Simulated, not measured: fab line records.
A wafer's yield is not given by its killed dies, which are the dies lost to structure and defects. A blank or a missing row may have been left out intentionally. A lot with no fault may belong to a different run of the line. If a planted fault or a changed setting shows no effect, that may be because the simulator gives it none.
Matching of chambers	flow n5 finfet	N5_PMOS_HMC_CHANNEL_EPI_ETCH_38 on rie si-06 has 4 sister chambers
The step etches SiO2 in CF4, target depth 1.5 nm. 14 wafers are shown with their chamber, then 7 later ones without.

WAFERS, EACH WITH ITS CHAMBER
wafer	chamber	throttle valve pct (%)	drypump motor current A (A)	oes product au (a.u.)
L077.2	2	21.66	6.03	0.991
L077.3	0	22.29	5.93	1.036
L077.5	3	21.61	6.18	0.992
L080.1	0	22.27	5.92	1.032
L080.4	1	21.97	5.85	0.969
L080.5	2	21.64	6.04	0.996
L084.1	2	21.65	6.03	0.991
L084.2	0	22.30	5.90	1.036
L084.3	1	21.98	5.85	0.974
L087.1	0	22.28	5.92	1.034
L087.5	2	21.65	6.02	0.988
L087.6	1	21.97	5.82	0.980
L088.2	3	21.61	6.21	0.993
L088.3	0	22.27	5.92	1.026

SIGNATURES (means of the wafers above)
reading	chamber 0	chamber 1	chamber 2	chamber 3	scatter within a chamber
throttle valve pct	22.2820	21.9733	21.6500	21.6100	0.00973
drypump motor current A	5.9180	5.8400	6.0300	6.1950	0.0132
oes product au	1.03280	0.97433	0.99150	0.99250	0.00404
Rule: for each reading, subtract the chamber's mean from the wafer's reading, divide by that reading's scatter and square the result; add these up over the readings and take the root, which gives the wafer's distance from the chamber. If the next closest chamber is less than 2 further off than the closest, the wafer can't be placed; otherwise it belongs to the closest. The scatter: take each reading less its chamber's mean, square it, sum over the shown wafers, divide by the number of wafers less the number of chambers, and take the root.

WAFERS WITH NO CHAMBER GIVEN
wafer	throttle valve pct (%)	drypump motor current A (A)	oes product au (a.u.)
L088.5	21.62	6.18	0.993
L096.1	21.67	6.06	1.002
L096.2	22.29	5.90	1.036
L096.5	21.97	5.83	0.995
L097.1	22.26	5.93	1.039
L097.2	21.99	5.81	0.984
L097.5	21.64	6.21	0.993

EACH ONE'S CHAMBER
wafer	from the rows above	in truth
L088.5	3	3
L096.1	2	2
L096.2	0	0
L096.5	1	1
L097.1	0	0
L097.2	1	1
L097.5	3	3
Placed correctly: 7 of 7. Left unplaced by these rows: 0. Wrongly placed: 0.
